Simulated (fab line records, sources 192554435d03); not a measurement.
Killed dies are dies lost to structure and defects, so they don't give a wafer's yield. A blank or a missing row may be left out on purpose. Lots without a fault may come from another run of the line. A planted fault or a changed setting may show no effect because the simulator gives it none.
fab line records | flow n5_finfet
record lots=5 wafers=15 last_day=18
route steps=1938 shown WELL_APT@20 PMOS_HMC_CHANNEL_EPI@57 BEOL_M4@1111
lots that met no fault: from a run of the same line without faults
start_h: hours from the record's first day to the start of the lot's first wafer shown | wait_h: hours since the lot's step before | " the same as in the row above | L1.1+2: a row that stands for several wafers | - no value, or no start given | * or withheld: withheld | < > ~ a bound
route shown NAME@n: a module of which the file shows steps, and the number in the route of the first | usual: mean/standard deviation of fault-free wafers | same: alike in all rows | chamber/n: place in a boat | sites: the reading at each site | _std_site: their standard deviation | _edge_site: outer sites' mean less inner sites' | radius_mm: how far each site lies from the wafer's centre | mask NAME#n: copy n | behind: the tool/chamber that last shaped the wafer | hold: why the lot was held/for how many hours/how that ended | device: the transistor (n, p or np) that didn't switch | end of line: the same wafers' tests at the end of the route | a step without rows: its recipe alone | killed: dies lost to structure and defects at the first sort, not the wafer's yield | map: a wafer's dies, x killed, . not, _ none there
set.NAME: the setting as run; set.NAME@STEP: as run at that earlier step | model.NAME: the simulator's own value behind a step, which no gauge read
lots at some steps of the route; a table a step, a row a wafer
services: from which hour (start_h, from the record's first day; less than 0 if before it) a tool's chamber was out of use, for how many hours, and why
## steps
# step N5_WELL_APT_HMDS_01
# recipe time_s=60 temp_c=120
# step N5_WELL_APT_COAT_02
# recipe spin_rpm=1357 resist_thk_nm=950
# step N5_WELL_APT_EBR_04
# recipe solvent=PGMEA ebr_width_mm=1.5
# step N5_WELL_APT_SOFTBAKE_03
# recipe temp_c=130 time_s=60
# step N5_WELL_APT_EXPOSE_05
# recipe mask_id=NWELL na=0.8 source_shape=conventional sigma_outer=0.8 polarization=unpolarized defocus_nm=0 target_cd_nm=200 dose_mj=20.3
# step N5_WELL_APT_PEB_06
# recipe peb_temp_c=130 peb_time_s=90
# step N5_WELL_APT_DEVELOP_07
# recipe develop_time_s=45 rinse_liquid=surfactant_rinse dry=air_spin dev_temp_c=21
# step N5_WELL_APT_HARDBAKE_12
# recipe temp_c=130 time_s=120
# step N5_WELL_APT_DESCUM_13
# recipe chemistry=O2 time_s=7.9 source_power_w=50 bias_power_w=20 pressure_mtorr=20 rf_frequency_hz=2.712e+07 temp_c=40 o2_flow_sccm=225
# step N5_WELL_APT_IMPLANT_14
# recipe species=P energy_kev=160 dose_cm2=1.5e+13 tilt_deg=0 rotation_deg=0
# usual beam_on_s=10.02/0.2 dose_ions_cm2=1.5002e+13/1.6e+10 faraday_current_uA=190/3.8
# columns lot.wafer tool chamber start_h wait_h beam_on_s dose_ions_cm2 faraday_current_uA
L271.3 implanter-01 0 31.99 0.1 9.64 1.4992e+13 196
L271.4 " 0 " " 10.38 1.503e+13 182
L271.6 " 0 " " 9.88 1.5017e+13 192
L273.1 implanter-01 0 44.10 0.1 10.30 1.8955e+13 234
L273.5 " 0 " " 9.85 1.894e+13 245
L273.6 " 0 " " 10.18 1.8949e+13 237
L275.1 implanter-01 0 55.91 0.1 10.17 1.8968e+13 237
L275.3 " 0 " " 9.82 1.8958e+13 246
L275.4 " 0 " " 10.08 1.8957e+13 237
L277.2 implanter-01 0 68.24 0.1 9.52 1.8946e+13 250
L277.5 " 0 " " 9.79 1.8977e+13 246
L277.6 " 0 " " 9.87 1.8945e+13 244
L290.1 implanter-02 0 145.99 0.1 9.93 1.4969e+13 192
L290.3 " 0 " " 10.15 1.4997e+13 187
L290.5 " 0 " " 10.13 1.4982e+13 188
# step N5_WELL_APT_IMPLANT_15
# recipe species=As energy_kev=25 dose_cm2=1.5e+13 tilt_deg=0 rotation_deg=0
# step N5_WELL_APT_STRIP_16
# recipe chemistry=SPM time_s=900 temp_c=130 h2so4_h2o2_vol_ratio=4 dry=ipa_marangoni
# step N5_WELL_APT_HMDS_18
# recipe time_s=60 temp_c=120
# step N5_WELL_APT_COAT_19
# recipe spin_rpm=1357 resist_thk_nm=950
# step N5_WELL_APT_EBR_21
# recipe solvent=PGMEA ebr_width_mm=1.5
# step N5_WELL_APT_SOFTBAKE_20
# recipe temp_c=130 time_s=60
# step N5_WELL_APT_EXPOSE_22
# recipe mask_id=PWELL na=0.8 source_shape=conventional sigma_outer=0.8 polarization=unpolarized defocus_nm=0 target_cd_nm=200 dose_mj=23.2
# step N5_WELL_APT_PEB_23
# recipe peb_temp_c=130 peb_time_s=90
# step N5_WELL_APT_DEVELOP_24
# recipe develop_time_s=45 rinse_liquid=surfactant_rinse dry=air_spin dev_temp_c=21
# step N5_WELL_APT_HARDBAKE_29
# recipe temp_c=130 time_s=120
# step N5_WELL_APT_DESCUM_30
# recipe chemistry=O2 time_s=7.9 source_power_w=50 bias_power_w=20 pressure_mtorr=20 rf_frequency_hz=2.712e+07 temp_c=40 o2_flow_sccm=225
# step N5_WELL_APT_IMPLANT_31
# recipe species=B energy_kev=60 dose_cm2=1.5e+13 tilt_deg=0 rotation_deg=0
# step N5_WELL_APT_IMPLANT_32
# recipe species=BF2 energy_kev=50 dose_cm2=2e+13 tilt_deg=0 rotation_deg=0
# step N5_WELL_APT_STRIP_33
# recipe chemistry=SPM time_s=900 temp_c=130 h2so4_h2o2_vol_ratio=4 dry=ipa_marangoni
# step N5_WELL_APT_RTA_34
# recipe temp_c=1000 time_s=10 ambient=N2 idle_temp_c=600 ramp_up_c_per_s=150 ramp_down_c_per_s=60 cool_to_c=600
# step N5_WELL_APT_OXIDE_STRIP_42
# recipe chemistry=dHF dilution=25:1 time_s=45 temp_c=25 target=SiO2 target_depth_a=120
# step N5_WELL_APT_PRECLEAN_36
# recipe chemistry=O3/DIW time_s=45 temp_c=22 o3_ppm=10
# step N5_WELL_APT_PRECLEAN_39
# recipe chemistry=dHF time_s=60 dilution=150:1 temp_c=25
# step N5_WELL_APT_SRD_37
# recipe dry=ipa_marangoni do_ppb=5 time_s=30 temp_c=23 rinse_liquid=diw
# step N5_WELL_APT_EPI_41
# recipe material=Si target_thk_a=500 temp_c=650 precursor=SiH4/H2 pressure_torr=20 time_s=297.7
# step N5_PMOS_HMC_CHANNEL_EPI_HM_DEP_34
# recipe material=SiO2 target_thk_a=360 temp_c=400 precursor=TEOS/O2 pressure_torr=6.5 rf_w=900 teos_flow_sccm=161.4 gas=O2 flow_sccm=2650 time_s=6.9
# step N5_PMOS_HMC_CHANNEL_EPI_COAT_31
# recipe resist=BARC temp_c=205 time_s=60 spin_rpm=1500 resist_thk_nm=66
# step N5_PMOS_HMC_CHANNEL_EPI_COAT_03
# recipe resist=CAR-ArF-block spin_rpm=1500 resist_thk_nm=205
# step N5_PMOS_HMC_CHANNEL_EPI_EBR_05
# recipe solvent=PGMEA ebr_width_mm=1.5
# step N5_PMOS_HMC_CHANNEL_EPI_SOFTBAKE_04
# recipe temp_c=110 time_s=60 resist=CAR-ArF-block
# step N5_BEOL_M4_RC_MEAS_101
# usual DIBL_N=36.3/1.8 DIBL_P=36.5/2.1 IOFF_N=0.16/0.031 IOFF_P=0.22/0.038 ION_N=677/12 ION_P=466/7.8 RS_NWELL=1036/6.1 SS_N=71.5/0.61 SS_P=73.2/0.7 VT_N=249/3 VT_P=-248.9/3
# columns lot.wafer tool chamber start_h wait_h DIBL_N[mV/V] DIBL_P[mV/V] IOFF_N[nA/um] IOFF_P[nA/um] ION_N[uA/um] ION_P[uA/um] RS_NWELL[ohm/sq] SS_N[mV/dec] SS_P[mV/dec] VT_N[mV] VT_P[mV]
L271.3 prober-02 0 201.48 1.1 38.6 39.4 0.19 0.24 676 460 1038 72.7 73.6 246 -248.4
L271.4 " 0 " " 34.9 34.6 0.12 0.17 667 461 1036 72.1 72.9 255 -252.3
L271.6 " 0 " " 39.2 39.7 0.21 0.24 674 455 1035 72.3 74.1 249 -247.5
L273.1 prober-01 0 231.55 0.0 37.1 37.3 0.17 0.22 687 468 900 71.6 74.1 249 -250.1
L273.5 " 0 " " 37.0 37.4 0.17 0.21 682 462 909 72.2 74.7 251 -251.6
L273.6 " 0 " " 37.4 38.0 0.18 0.22 686 465 910 71.5 74.3 251 -249.1
L277.2 prober-02 0 234.46 0.2 36.0 36.6 0.17 0.23 678 470 917 71.8 74.2 247 -246.4
L277.5 " 0 " " 33.5 33.9 0.13 0.19 668 464 910 71.0 73.2 252 -249.8
L277.6 " 0 " " 35.6 37.2 0.17 0.24 668 467 899 72.1 73.2 248 -243.2
L290.1 prober-01 0 316.30 0.0 35.0 35.3 0.14 0.22 685 479 1034 71.6 73.0 251 -248.2
L290.3 " 0 " " 36.7 37.8 0.17 0.25 675 471 1031 71.2 73.9 249 -245.9
L290.5 " 0 " " 34.5 35.2 0.14 0.21 689 477 1036 71.6 72.5 250 -250.0
## services
# columns tool chamber start_h hours kind
implanter-02 - 24.58 3.9 repair
implanter-01 - 64.87 2.7 repair
implanter-02 - 86.27 4.0 repair
implanter-01 - 117.11 4.7 pm
implanter-02 - 122.76 3.2 pm
## key
first_sign step=N5_WELL_APT_IMPLANT_14 reading=dose_ions_cm2 direction=up sigmas=99+ usual=1.5002e+13 struck=1.8955e+13
effect step=N5_WELL_APT_IMPLANT_14 reading=faraday_current_uA direction=up sigmas=14 usual=190 struck=242
effect step=N5_BEOL_M4_RC_MEAS_101 reading=RS_NWELL direction=down sigmas=21 usual=1036 struck=907
met_at N5_WELL_APT_IMPLANT_14
struck_wafers L273.1,L273.5,L273.6,L275.1,L275.3,L275.4,L277.2,L277.5,L277.6
rows_end L273.1,L273.5,L273.6,L275.1,L275.3,L275.4
onset_between 31.99 44.10
fault kind=process_parameter_drift tool=implanter-01 chamber=- onset_h=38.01 steps=N5_WELL_APT_IMPLANT_14 channel=dose_cm2 offset=3.9785e+12 shape=step acts_in=these_recipes_only stated=1.5e+13
# rows_end: these wafers met a further fault down the route, and their rows from its step on are left out
